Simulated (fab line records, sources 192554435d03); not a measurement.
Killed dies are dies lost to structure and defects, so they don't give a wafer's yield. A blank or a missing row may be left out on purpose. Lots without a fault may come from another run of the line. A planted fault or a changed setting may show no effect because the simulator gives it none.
Chamber matching | flow n5_finfet | N5_FIN_SAQP_SPACER1_ETCHBACK_25 on rie_diel-01: 4 sister chambers
The step etches SiO2 in CHF3/O2, target depth 24.4 nm, time 12.2 s. 8 wafers are shown with their chamber, then 9 later ones without.

WAFERS WITH THEIR CHAMBER
wafer  | chamber | throttle_valve_pct (%) | oes_product_au (a.u.)
L078.3 | 0       | 19.11                  | 0.68
L078.5 | 3       | 19.00                  | 0.71
L079.3 | 0       | 19.15                  | 0.67
L079.4 | 3       | 19.03                  | 0.70
L079.6 | 1       | 19.25                  | 0.73
L081.1 | 2       | 18.41                  | 0.96
L081.2 | 1       | 19.28                  | 0.72
L081.5 | 2       | 18.38                  | 0.95

WAFERS WITHOUT THEIR CHAMBER
wafer  | throttle_valve_pct (%) | oes_product_au (a.u.)
L087.3 | 19.06                  | 0.69
L087.5 | 19.05                  | 0.69
L087.6 | 18.42                  | 0.92
L092.1 | 19.16                  | 0.65
L092.2 | 19.30                  | 0.69
L092.6 | 19.31                  | 0.69
L093.1 | 19.32                  | 0.70
L093.3 | 18.44                  | 0.89
L093.6 | 19.16                  | 0.64

WHICH CHAMBER EACH WENT THROUGH
wafer  | from the rows above     | in truth
L087.3 | can't be placed: 3 or 0 | 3
L087.5 | can't be placed: 3 or 0 | 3
L087.6 | 2                       | 2
L092.1 | 0                       | 0
L092.2 | 1                       | 1
L092.6 | 1                       | 1
L093.1 | 1                       | 1
L093.3 | 2                       | 2
L093.6 | 0                       | 0
Placed correctly: 7 of 9. Can't be placed from these rows: 2 (the true chamber is among the candidates in 2). Placed wrongly: 0.
How it was worked out, from the rows above alone: a wafer's distance from a chamber is the root of the sum, over the readings, of the square of ((its reading less the chamber's mean) divided by the reading's scatter). The wafer belongs to the nearest chamber; if the next one is less than 2 further off, it can't be placed. A chamber's mean is the mean of its shown wafers. The scatter: the root of (the sum of the squares of (reading less its chamber's mean) over the shown wafers, divided by (wafers less chambers)).
